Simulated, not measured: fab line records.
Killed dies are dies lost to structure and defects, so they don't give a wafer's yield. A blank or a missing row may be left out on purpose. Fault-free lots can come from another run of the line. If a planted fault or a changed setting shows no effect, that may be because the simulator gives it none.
Matching of chambers + flow nand-harc + pecvd-03 running NHARC_A_M1_DEP_33: 3 sister chambers
The step deposits SiCN, target thk 30 nm. 6 wafers are shown with their chamber, then 8 later ones without.

WAFERS PAIRED WITH THEIR CHAMBERS
| wafer  | chamber | heater-power-w (W) |
|--------|---------|--------------------|
| L075.4 | 1       | 536                |
| L080.5 | 0       | 612                |
| L084.4 | 0       | 526                |
| L082.5 | 2       | 550                |
| L082.6 | 1       | 520                |
| L088.1 | 2       | 466                |

WAFERS WHOSE CHAMBER IS MISSING
| wafer  | heater-power-w (W) |
|--------|--------------------|
| L088.2 | 525                |
| L088.5 | 466                |
| L094.1 | 541                |
| L094.2 | 467                |
| L094.3 | 516                |
| L095.2 | 477                |
| L095.3 | 526                |
| L095.6 | 474                |

CHAMBER TAKEN BY EACH
| wafer  | from the rows above          | in truth |
|--------|------------------------------|----------|
| L088.2 | can't be placed: 1 or 2 or 0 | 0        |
| L088.5 | can't be placed: 2 or 1 or 0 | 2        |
| L094.1 | can't be placed: 1 or 0 or 2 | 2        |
| L094.2 | can't be placed: 2 or 1 or 0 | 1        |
| L094.3 | can't be placed: 2 or 1 or 0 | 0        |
| L095.2 | can't be placed: 2 or 1 or 0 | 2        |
| L095.3 | can't be placed: 1 or 2 or 0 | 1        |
| L095.6 | can't be placed: 2 or 1 or 0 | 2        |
Correct placement for 0 of the 8. From these rows, 8 cannot be placed; in 8 the true chamber is one of the candidates. Wrongly placed: 0.
How it was worked out, from the rows above alone: a wafer's distance from a chamber is the root of the sum, over the readings, of the square of ((its reading less the chamber's mean) divided by the reading's scatter). The wafer belongs to the nearest chamber; if the next one is less than 2 further off, it can't be placed. For every chamber, the mean is computed from those of its wafers that are shown. The scatter: the root of (the sum of the squares of (reading less its chamber's mean) over the shown wafers, divided by (wafers less chambers)).
